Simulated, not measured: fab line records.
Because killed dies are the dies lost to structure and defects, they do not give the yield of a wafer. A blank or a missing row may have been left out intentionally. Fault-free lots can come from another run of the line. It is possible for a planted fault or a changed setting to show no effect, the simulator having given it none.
Split-lot experiment | flow n5-finfet | 21 wafers read from 7 lots, route of 1938 steps

== ON THE SPLIT ==
At N5_BEOL_M0_SAQP_SPACER2_ALD_26 (deposits SiO2, target thk 15 nm, pulse time 1 s, purge time 2 s), the setting target-thk-a was moved away from the recipe's 150 angstrom on 6 of the 21 wafers read, by -13.3% to -5.1%. The other wafers ran this setting at the recipe's value.

== FROM THE SPLIT TO THE READING: what the file shows between them, 2 steps ==
- N5_BEOL_M0_SAQP_SPACER2_ETCHBACK_27: etches SiO2 in CHF3/O2, target depth 22.5 nm, time 11.25 s
- N5_BEOL_M0_SAQP_MANDREL2_REMOVE_110: chemistry HBr/Cl2/O2, target a-Si, stops on SiCN, bt time 10 s

== THE READING ==
Shown in nm: cd-nm at N5_BEOL_M0_SAQP_CD_MEAS_29, with target cd 14.4 nm. Typical for fault-free wafers on this fab line: 15.05 nm, with standard deviation 0.26 nm.

wafer  | tool, chamber at the split | target-thk-a as run, angstrom | against the recipe | cd-nm, nm | against lot-mates on the recipe
L075.2 | ald-sin-01, 1              | 150                           | recipe             | 15.00     | -
L075.3 | ald-sin-01, 2              | 141.4                         | -5.7%              | 13.98     | -1.02
L075.5 | ald-sin-01, 2              | 141.4                         | -5.7%              | 14.56     | -0.44
L080.1 | ald-sin-02, 3,1,2          | 150                           | recipe             | 14.92     | -
L080.3 | ald-sin-02, 3,1,2          | 150                           | recipe             | 15.31     | -
L080.5 | ald-sin-02, 3,1,2          | 150                           | recipe             | 15.14     | -
L084.1 | ald-sin-01, 1              | 150                           | recipe             | 15.18     | -
L084.4 | ald-sin-01, 2              | 150                           | recipe             | 15.07     | -
L084.5 | ald-sin-01, 2              | 150                           | recipe             | 15.03     | -
L091.1 | ald-sin-01, 1              | 150                           | recipe             | 14.83     | -
L091.3 | ald-sin-01, 2,1            | 150                           | recipe             | 14.69     | -
L091.5 | ald-sin-01, 2,1            | 150                           | recipe             | 14.85     | -
L095.2 | ald-sin-03, 3              | 150                           | recipe             | 15.32     | -
L095.3 | ald-sin-03, 1              | 130.1                         | -13.3%             | 13.08     | -2.24
L095.4 | ald-sin-03, 0              | 130.1                         | -13.3%             | 13.32     | -2.00
L096.1 | ald-sin-01, 0              | 139.1                         | -7.3%              | 14.10     | -1.03
L096.4 | ald-sin-01, 1              | 150                           | recipe             | 15.20     | -
L096.5 | ald-sin-01, 1              | 150                           | recipe             | 15.06     | -
L097.1 | ald-sin-02, 2              | 142.4                         | -5.1%              | 14.29     | -0.63
L097.2 | ald-sin-02, 1              | 150                           | recipe             | 14.99     | -
L097.6 | ald-sin-02, 0              | 150                           | recipe             | 14.85     | -
The file does not say which wafer passed through which chamber wherever a row lists several chambers: such a row stands for several wafers.

THE FIT
A straight line over all 21 wafers: cd-nm changes by +0.137 nm for each +1% of target-thk-a; r = +0.96; the points scatter about the line by 0.19 nm.
The same after taking each lot's own level away (the mean of its wafers on the recipe; 21 wafers): +0.154 nm for each +1%; r = +0.98; scatter 0.15 nm.
The reading moves by 2 nm for the largest change in target-thk-a, on that fit.
The lots' own levels span 14.790 to 15.320 nm, that is 2.0 times the standard deviation above.
So the slope is not independent of the lot-to-lot level: the two fits are not the same.
Check: for one of the wafers moved furthest among these (-13.3%), held out of the fit, the line's prediction against its lot-mates is -1.89 nm. It came out at -2.24 nm against them.

== ADDITIONAL SPLITS CARRIED BY THESE WAFERS ==
These wafers also went through other splits before the reading. Each is held against what the fit with the lots' levels taken away leaves over:
other split on the same wafers           | wafers away from the commonest value | r with cd-nm (lot level and that fit taken away)
N5_MOL_CONTACT_COAG_EXPOSE_81 dose-mj    | 4                                    | +0.24
N5_MOL_CONTACT_COAG_CVD_140 target-thk-a | 6                                    | -0.36
N5_BEOL_M0_SAQP_HM_DEP_02 target-thk-a   | 9                                    | -0.24
N5_BEOL_M0_SAQP_ETCH_107 bias-w          | 6                                    | -0.07

== THE WHOLE CHAIN: every reading that the file lists as answering this split, in the file's order ==
step                                | what it does                                                            | reading                                                                                     | change (the file's fit)               | r (the file's)
N5_BEOL_M0_SAQP_SPACER2_ALD_26      | deposits SiO2, target thk 15 nm, pulse time 1 s, purge time 2 s         | SiO2_of_BEOL_M0_SAQP_SPACER2_ALD_26.thk-nm (the simulator's own value, which no gauge read) | +0.151 nm for each +1% of the setting | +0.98
N5_BEOL_M0_SAQP_MANDREL2_REMOVE_110 | chemistry HBr/Cl2/O2, target a-Si, stops on SiCN, bt time 10 s          | BEOL_M0_SAQP.cd-nm (the simulator's own value, which no gauge read)                         | +0.145 nm for each +1% of the setting | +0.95
N5_BEOL_M0_SAQP_MANDREL2_REMOVE_110 | chemistry HBr/Cl2/O2, target a-Si, stops on SiCN, bt time 10 s          | SiO2_of_BEOL_M0_SAQP_SPACER2_ALD_26.thk-nm (the simulator's own value, which no gauge read) | +0.156 nm for each +1% of the setting | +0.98
N5_BEOL_M0_SAQP_CD_MEAS_29          | target cd 14.4 nm                                                       | cd-nm                                                                                       | +0.15 nm for each +1% of the setting  | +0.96
N5_BEOL_M0_CUTY_ETCH_63             | etches SOC in N2/H2, target depth 82.7 nm, overetch 16.5 nm, time 124 s | SiO2_of_BEOL_M0_SAQP_SPACER2_ALD_26.thk-nm (the simulator's own value, which no gauge read) | +0.175 nm for each +1% of the setting | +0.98
N5_BEOL_M0_HM_OPEN_105              | chemistry Cl2/BCl3, target TiN, target depth 12 nm                      | SiO2_of_BEOL_M0_SAQP_SPACER2_ALD_26.thk-nm (the simulator's own value, which no gauge read) | +0.114 nm for each +1% of the setting | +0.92

== FILE'S OWN FIT ==
cd-nm changes by +0.15 nm for each +1% of target-thk-a, r = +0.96.
